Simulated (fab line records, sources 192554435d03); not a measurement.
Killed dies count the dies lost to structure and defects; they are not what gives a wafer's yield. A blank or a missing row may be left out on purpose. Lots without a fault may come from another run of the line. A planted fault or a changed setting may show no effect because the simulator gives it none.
Which tool did it? -- flow n5-finfet -- route of 1938 steps, sampled at 1 step: 12 lots, 36 wafers

== WHAT EACH GAUGE READ, for each wafer ==
N5_BEOL_M1_OVL_MEAS_12.
lot,measured,on,M1_OVL (nm)
L075,day 6 08:39,overlay-01,-0.8 -0.4 -0.1
L077,day 6 21:50,overlay-02,0.8 -0.3 1.1
L079,day 7 08:21,overlay-02,-0.6 -0.5 -0.2
L081,day 7 23:40,overlay-02,-0.6 -0.2 -0.1
L083,day 8 10:43,overlay-02,-0.1 0.9 0.8
L085,day 8 20:20,overlay-02,0.4 0.6 0.0
L087,day 9 04:28,overlay-02,0.7 1.8 0.2
L089,day 9 20:23,overlay-02,-0.3 0.3 0.7
L091,day 10 06:12,overlay-01,-1.0 -0.9 -1.1
L093,day 10 20:04,overlay-02,-1.0 0.0 -0.5
L095,day 11 12:19,overlay-02,-0.6 -0.4 -0.3
L096,day 11 23:23,overlay-02,1.3 0.1 0.4

== TOOL THAT RAN EACH LOT (tool first, then ch and the chambers of the sampled wafers, then the start) ==
No process step before these readings appears in the record.

== THE ANSWER, worked out from the rows above alone ==
Rule: the lots themselves supply what counts as usual. The widest of any qualifying gaps counts: lots, ordered by their means at a reading, are off when they make up no more than a third of the lots, leave a main group of 4 or more, and stand apart from it by 3 or more times the standard deviation of that group's means. The tables above print the reading to a certain number of digits; a main group whose means all agree to those digits is not used. Also off: a lot with no number at a reading for which 4 or more lots have one. Any other lot the step has rows for is counted as sound.
None of the lots is off at any reading shown; this tells nothing.

== WHAT THE SIMULATOR PUT IN ==
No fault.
